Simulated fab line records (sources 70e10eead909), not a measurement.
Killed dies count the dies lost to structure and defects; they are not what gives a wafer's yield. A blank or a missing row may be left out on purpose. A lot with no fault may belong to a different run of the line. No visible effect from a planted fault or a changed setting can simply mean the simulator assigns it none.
Which tool is to blame? | flow nand-harc | 20 wafers sampled from 7 lots at 1 step of a route of 1302

WHAT THE GAUGES SHOWED, per wafer
NHARC_A_SGD_CUT_INSPECT_25.
lot  | measured     | on                | raw-defect-count
L202 | day 19 20:00 | defect-inspect-01 | 398 387 504
L207 | day 22 23:03 | defect-inspect-01 | 340 376 369
L212 | day 23 20:43 | defect-inspect-01 | 375 347 404
L213 | day 24 08:25 | defect-inspect-01 | 399 354 381
L216 | day 26 01:05 | defect-inspect-02 | 424 386
L222 | day 27 19:08 | defect-inspect-01 | 347 374 304
L224 | day 28 16:01 | defect-inspect-02 | 456 239 249

WHICH TOOL RAN EACH LOT (tool, then ch and the chambers of the sampled wafers, then the start)
The record shows no process step preceding these readings.

THE ANSWER, worked out from the rows above alone
Rule: the usual values come from the lots themselves. The widest of any qualifying gaps counts: lots, ordered by their means at a reading, are off when they make up no more than a third of the lots, leave a main group of 4 or more, and stand apart from it by 3 or more times the standard deviation of that group's means. A main group whose means are all the same, to the digits that the tables above print for the reading, isn't used. Also off: a lot with no number at a reading for which 4 or more lots have one. Where the step has rows for the other lots, those lots are counted as sound.
Nothing can be told from this: no lot is off at any reading shown.

WHAT THE SIMULATOR HAD INSERTED
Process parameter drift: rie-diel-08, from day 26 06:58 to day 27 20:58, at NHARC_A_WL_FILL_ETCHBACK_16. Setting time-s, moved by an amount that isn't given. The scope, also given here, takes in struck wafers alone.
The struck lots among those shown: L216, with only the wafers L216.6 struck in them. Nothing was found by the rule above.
